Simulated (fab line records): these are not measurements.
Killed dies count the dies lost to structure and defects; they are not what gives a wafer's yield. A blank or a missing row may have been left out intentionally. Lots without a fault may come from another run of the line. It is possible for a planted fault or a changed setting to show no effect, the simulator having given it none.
Comparing a struck lot with a sound one    flow n5-finfet    33 steps out of a route of 1938
Sound: these wafers, L222.3, L222.5, L222.6. Struck: wafers L224.1, L224.3, L224.5. The cause is named last.
Each step with rows lists, per side, the tool, then ch with its chambers, then its first start. Under that, the readings that differ: sound wafers    struck wafers    difference of the means    sigmas: that difference in standard deviations of wafers without a fault.
alike: readings whose means differ by less than 2 such deviations, and words and numbers that are the same on both sides. not compared: withheld readings, readings that some wafer has no value for, bounds like >300 that may hide the same value, and numbers for which the record gives no deviation and whose values overlap.
Wherever a step has rows on one side only, a row that says differs or no value, or a row with sigmas, the two part there. Non-overlapping numbers with no deviation appear without sigmas and do not part them. Lack of a reading on every wafer of one side parts them only where that side has two or more wafers.

first, 10 steps without rows for these wafers: N5_SD_EPI_P_PRECLEAN_51 (cleans in NF3:NH3, afs cycles 1, time 20 s, sublimation time 60 s); N5_SD_EPI_P_VAPOR_ETCH_44 (etches SiGe30 in NF3/Ar, time 3.3 s); N5_SD_EPI_P_EPI_21 (deposits SiGe:B, time 355 s); N5_SD_EPI_P_HM_STRIP_48 (strips SiNx in H3PO4, material SiNx, target depth 3 nm); N5_SD_EPI_P_SRD_49 (time 30 s); N5_SD_EPI_P_PRECLEAN_24 (cleans in O3/DIW, time 45 s); N5_SD_EPI_P_PRECLEAN_32 (cleans in dHF, time 10 s); N5_SD_EPI_P_PRECLEAN_33 (cleans in SC2, time 45 s); N5_SD_EPI_P_SRD_25 (time 30 s); N5_SD_ACTIVATION_RTA_00 (time 0 s).
N5_SD_ACTIVATION_LSA_01: time 0.0008 s.
  sound on laser-anneal-02 ch 0, day 5 15:35; struck on laser-anneal-02 ch 0, day 6 07:56
reading           sound                 struck                difference  sigmas
wafer_temp_C_max  1086.5 1089.1 1086.4  1073.6 1073.6 1073.4  -13.8       -7
N5_SD_ACTIVATION_RS_MEAS_03: measurement is done with a four-point probe.
  sound on film-metro-02 at day 5 15:47; struck on film-metro-02 at day 6 08:08
reading           sound           struck          difference  sigmas
RS_SD_N (ohm/sq)  21.5 21.5 21.4  23.6 23.9 23.5  +2.2        +7
  alike: RS_SD_P
then, 19 steps without rows for these wafers: N5_ILD0_LINER_00 (material SiNx, target thk 4 nm, pulse time 1 s, purge time 2 s); N5_ILD0_FCVD_FILL_01 (material SiO2 flowable, target thk 200 nm, time 328.3 s); N5_ILD0_CURE_02 (time 1800 s); N5_ILD0_CMP_03 (polishes, stops on SiNx, t overpolish 1.9 s, target thk 197.38 nm); N5_ILD0_CMP_07 (polishes SiO2 flowable, stops on poly-Si, t overpolish 1.18 s, target thk 138.88 nm); N5_ILD0_PRECLEAN_10 (cleans in NF3:NH3, afs cycles 5, time 20 s, sublimation time 60 s); N5_ILD0_ALD_15 (deposits SiNx, target thk 24 nm, pulse time 1 s, ald cycles 480); N5_ILD0_CMP_12 (polishes SiNx, stops on poly-Si, t overpolish 6 s, target thk 17.67 nm); N5_SDB_HM_DEP_00 (deposits SiNx from SiH4/NH3/N2, target thk 40 nm, time 35.3 s); N5_SDB_COAT_03 (time 60 s, resist thk 100 nm); N5_SDB_COAT_04 (time 60 s, resist thk 18 nm); N5_SDB_COAT_05 (resist thk 90 nm); N5_SDB_EBR_07; N5_SDB_SOFTBAKE_06 (time 60 s); N5_SDB_EXPOSE_08 (exposes mask SDB); N5_SDB_PEB_09 (peb time 60 s); N5_SDB_DEVELOP_10 (develop time 30 s); N5_SDB_DESCUM_16 (chemistry O2, time 7.9 s); N5_SDB_ETCH_17 (etches SiARC in CF4, target depth 23.4 nm, time 39 s).
-- the record jumps here: 7 days lie between the struck wafers' starts before and after (it left off in module SDB and takes up again in module BEOL_M4, whose first step shown is number 1111 of the route) --
N5_BEOL_M4_RC_MEAS_101:
  sound on prober-01 ch 0, day 9 17:13; struck on prober-01 ch 0, day 13 07:28
reading           sound           struck          difference  sigmas
ION_N (uA/um)     653 653 657     676 681 700     +31         +2
ION_P (uA/um)     451 447 451     465 467 478     +20         +2
RS_SD_N (ohm/sq)  28.0 28.0 28.0  30.4 30.4 29.9  +2.2        +5
  alike: DIBL_N, DIBL_P, IOFF_N, IOFF_P, RC_DENSE_N, RC_N, SS_N, SS_P, VT_N, VT_P
-- a jump in the record: the struck wafers' starts before and after are 4 days apart (it breaks off in module BEOL_M4 and resumes in module PASSIVATION, where the first step shown is number 1936 of the route) --
N5_PASSIVATION_PROBE_49:
  sound on prober-01 at day 13 07:16; struck on prober-01 at day 17 18:24
  alike: defect-limited-yield, killed_at_M0_to_M3, killed_at_M4_up, killed-at-contacts, killed-at-front-end, killed-at-other, killed-dies, killed-on-rim, killed-open, killed-short, sort_bin_5_function, sort_bin_6_memory, sort-n-pass, sort-yield-pct

## WHERE THEY PART
Earliest at N5_SD_ACTIVATION_LSA_01; latest, in this record, at N5_BEOL_M4_RC_MEAS_101. Later steps at which nothing parts them and some readings are alike: N5_PASSIVATION_PROBE_49.

WHY: what had been put in by the simulator
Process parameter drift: laser-anneal-02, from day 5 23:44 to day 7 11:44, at N5_SD_ACTIVATION_LSA_01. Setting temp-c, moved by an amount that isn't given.
